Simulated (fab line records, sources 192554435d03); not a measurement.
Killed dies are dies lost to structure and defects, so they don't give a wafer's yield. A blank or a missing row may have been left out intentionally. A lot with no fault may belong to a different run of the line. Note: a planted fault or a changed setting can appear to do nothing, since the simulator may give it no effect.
Split-lot trial / flow n5-finfet / 39 wafers read across 7 lots, on a route 1938 steps long

## ON THE SPLIT
At N5_HKMG_FIN_ETCH_35 (etches SOC in N2/H2, target depth 215.8 nm, time 243.4 s), the setting bias-w was moved away from the recipe's 5 W on 18 of the 39 wafers read, by -18.4% to +5.1%. For the rest of the wafers, this setting stayed at what the recipe calls for.

The reading comes from the split's own step.

## THE READING
rf-vpp-V, in V, at N5_HKMG_FIN_ETCH_35 (etches SOC in N2/H2, target depth 215.8 nm, time 243.4 s). Typical for fault-free wafers on this fab line: 141.9 V, with standard deviation 0.96 V.

wafer=L075.2; tool, chamber at the split=rie-diel-06, 2; bias-w as run, W=5; against the recipe=recipe; rf-vpp-V, V=140.9; against lot-mates on the recipe=-
wafer=L075.3; tool, chamber at the split=rie-diel-06, 3; bias-w as run, W=5; against the recipe=recipe; rf-vpp-V, V=142.2; against lot-mates on the recipe=-
wafer=L075.4; tool, chamber at the split=rie-diel-06, 1; bias-w as run, W=5; against the recipe=recipe; rf-vpp-V, V=142.0; against lot-mates on the recipe=-
wafer=L078.1; tool, chamber at the split=rie-diel-04, 0; bias-w as run, W=5.257; against the recipe=+5.1%; rf-vpp-V, V=144.7; against lot-mates on the recipe=+3.6
wafer=L078.2; tool, chamber at the split=rie-diel-04, 2; bias-w as run, W=5.257; against the recipe=+5.1%; rf-vpp-V, V=147.5; against lot-mates on the recipe=+6.4
wafer=L078.3; tool, chamber at the split=rie-diel-04, 1; bias-w as run, W=5; against the recipe=recipe; rf-vpp-V, V=140.9; against lot-mates on the recipe=-
wafer=L078.4; tool, chamber at the split=rie-diel-04, 3; bias-w as run, W=5.257; against the recipe=+5.1%; rf-vpp-V, V=147.8; against lot-mates on the recipe=+6.7
wafer=L078.5; tool, chamber at the split=rie-diel-04, 1; bias-w as run, W=5; against the recipe=recipe; rf-vpp-V, V=141.1; against lot-mates on the recipe=-
wafer=L078.6; tool, chamber at the split=rie-diel-04, 0; bias-w as run, W=5; against the recipe=recipe; rf-vpp-V, V=141.4; against lot-mates on the recipe=-
wafer=L080.1; tool, chamber at the split=rie-diel-03, 0; bias-w as run, W=4.401; against the recipe=-12.0%; rf-vpp-V, V=129.1; against lot-mates on the recipe=-12.9
wafer=L080.2; tool, chamber at the split=rie-diel-03, 3; bias-w as run, W=5; against the recipe=recipe; rf-vpp-V, V=142.3; against lot-mates on the recipe=-
wafer=L080.3; tool, chamber at the split=rie-diel-03, 1; bias-w as run, W=5; against the recipe=recipe; rf-vpp-V, V=142.0; against lot-mates on the recipe=-
wafer=L080.4; tool, chamber at the split=rie-diel-03, 2; bias-w as run, W=5; against the recipe=recipe; rf-vpp-V, V=141.7; against lot-mates on the recipe=-
wafer=L080.5; tool, chamber at the split=rie-diel-03, 3; bias-w as run, W=4.401; against the recipe=-12.0%; rf-vpp-V, V=132.0; against lot-mates on the recipe=-10.0
wafer=L080.6; tool, chamber at the split=rie-diel-03, 2; bias-w as run, W=4.401; against the recipe=-12.0%; rf-vpp-V, V=130.9; against lot-mates on the recipe=-11.1
wafer=L087.1; tool, chamber at the split=rie-diel-04, 2; bias-w as run, W=4.145; against the recipe=-17.1%; rf-vpp-V, V=124.6; against lot-mates on the recipe=-17.9
wafer=L087.2; tool, chamber at the split=rie-diel-04, 0; bias-w as run, W=4.145; against the recipe=-17.1%; rf-vpp-V, V=124.8; against lot-mates on the recipe=-17.7
wafer=L087.3; tool, chamber at the split=rie-diel-04, 3; bias-w as run, W=5; against the recipe=recipe; rf-vpp-V, V=144.1; against lot-mates on the recipe=-
wafer=L087.4; tool, chamber at the split=rie-diel-04, 1; bias-w as run, W=5; against the recipe=recipe; rf-vpp-V, V=141.3; against lot-mates on the recipe=-
wafer=L087.5; tool, chamber at the split=rie-diel-04, 2; bias-w as run, W=5; against the recipe=recipe; rf-vpp-V, V=142.1; against lot-mates on the recipe=-
wafer=L087.6; tool, chamber at the split=rie-diel-04, 3; bias-w as run, W=4.145; against the recipe=-17.1%; rf-vpp-V, V=126.2; against lot-mates on the recipe=-16.3
wafer=L092.1; tool, chamber at the split=rie-diel-04, 1; bias-w as run, W=5; against the recipe=recipe; rf-vpp-V, V=140.6; against lot-mates on the recipe=-
wafer=L092.2; tool, chamber at the split=rie-diel-04, 3; bias-w as run, W=4.082; against the recipe=-18.4%; rf-vpp-V, V=123.6; against lot-mates on the recipe=-17.8
wafer=L092.3; tool, chamber at the split=rie-diel-04, 0; bias-w as run, W=4.082; against the recipe=-18.4%; rf-vpp-V, V=124.4; against lot-mates on the recipe=-17.0
wafer=L092.4; tool, chamber at the split=rie-diel-04, 2; bias-w as run, W=5; against the recipe=recipe; rf-vpp-V, V=140.6; against lot-mates on the recipe=-
wafer=L092.5; tool, chamber at the split=rie-diel-04, 3; bias-w as run, W=4.082; against the recipe=-18.4%; rf-vpp-V, V=125.0; against lot-mates on the recipe=-16.4
wafer=L092.6; tool, chamber at the split=rie-diel-04, 2; bias-w as run, W=5; against the recipe=recipe; rf-vpp-V, V=143.0; against lot-mates on the recipe=-
wafer=L093.1; tool, chamber at the split=rie-diel-06, 1; bias-w as run, W=4.557; against the recipe=-8.9%; rf-vpp-V, V=134.7; against lot-mates on the recipe=-7.5
wafer=L093.2; tool, chamber at the split=rie-diel-06, 3; bias-w as run, W=4.557; against the recipe=-8.9%; rf-vpp-V, V=133.2; against lot-mates on the recipe=-9.0
wafer=L093.3; tool, chamber at the split=rie-diel-06, 0; bias-w as run, W=5; against the recipe=recipe; rf-vpp-V, V=141.9; against lot-mates on the recipe=-
wafer=L093.4; tool, chamber at the split=rie-diel-06, 2; bias-w as run, W=5; against the recipe=recipe; rf-vpp-V, V=142.1; against lot-mates on the recipe=-
wafer=L093.5; tool, chamber at the split=rie-diel-06, 1; bias-w as run, W=5; against the recipe=recipe; rf-vpp-V, V=142.6; against lot-mates on the recipe=-
wafer=L093.6; tool, chamber at the split=rie-diel-06, 0; bias-w as run, W=4.557; against the recipe=-8.9%; rf-vpp-V, V=134.2; against lot-mates on the recipe=-8.0
wafer=L094.1; tool, chamber at the split=rie-diel-06, 3; bias-w as run, W=4.742; against the recipe=-5.2%; rf-vpp-V, V=136.2; against lot-mates on the recipe=-7.0
wafer=L094.2; tool, chamber at the split=rie-diel-06, 0; bias-w as run, W=5; against the recipe=recipe; rf-vpp-V, V=143.5; against lot-mates on the recipe=-
wafer=L094.3; tool, chamber at the split=rie-diel-06, 1; bias-w as run, W=4.742; against the recipe=-5.2%; rf-vpp-V, V=137.3; against lot-mates on the recipe=-5.9
wafer=L094.4; tool, chamber at the split=rie-diel-06, 3; bias-w as run, W=5; against the recipe=recipe; rf-vpp-V, V=142.2; against lot-mates on the recipe=-
wafer=L094.5; tool, chamber at the split=rie-diel-06, 1; bias-w as run, W=4.742; against the recipe=-5.2%; rf-vpp-V, V=136.3; against lot-mates on the recipe=-6.9
wafer=L094.6; tool, chamber at the split=rie-diel-06, 0; bias-w as run, W=5; against the recipe=recipe; rf-vpp-V, V=144.0; against lot-mates on the recipe=-

FIT RESULTS
A straight line over all 39 wafers: rf-vpp-V changes by +0.96 V for each +1% of bias-w; r = +0.99; the points scatter about the line by 1 V.
The same after taking each lot's own level away (the mean of its wafers on the recipe; 39 wafers): +0.972 V for each +1%; r = +0.99; scatter 1 V.
On that fit, the largest move of bias-w shifts the reading by 18 V.
From 141.13 to 143.23 V: that is the span of the lots' own levels, equal to 2.2 times the standard deviation above.
Hence the lot-to-lot level has little effect on the slope; both slopes agree.
Check: -17.9 V against its lot-mates is what the line predicts for one of the wafers moved furthest among these (-18.4%) when that wafer is left out of the fit. Against them it came out at -17.8 V.
Tool readings at the split's step, against how far the setting was moved: rf-vpp-V r = +0.99.

## OTHER SPLITS APPLIED TO THESE WAFERS
Before the reading, these wafers also passed through other splits. Each is held against what the fit with the lots' levels taken away leaves over:
other split on the same wafers=N5_FIN_SAQP_HM_DEP_72 target-thk-a; wafers away from the commonest value=9; r with rf-vpp-V (lot level and that fit taken away)=-0.33
other split on the same wafers=N5_FIN_SAQP_ETCH_52 source-w; wafers away from the commonest value=12; r with rf-vpp-V (lot level and that fit taken away)=+0.01

## THE FILE'S OWN FIT
rf-vpp-V changes by +0.974 V for each +1% of bias-w, r = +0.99.
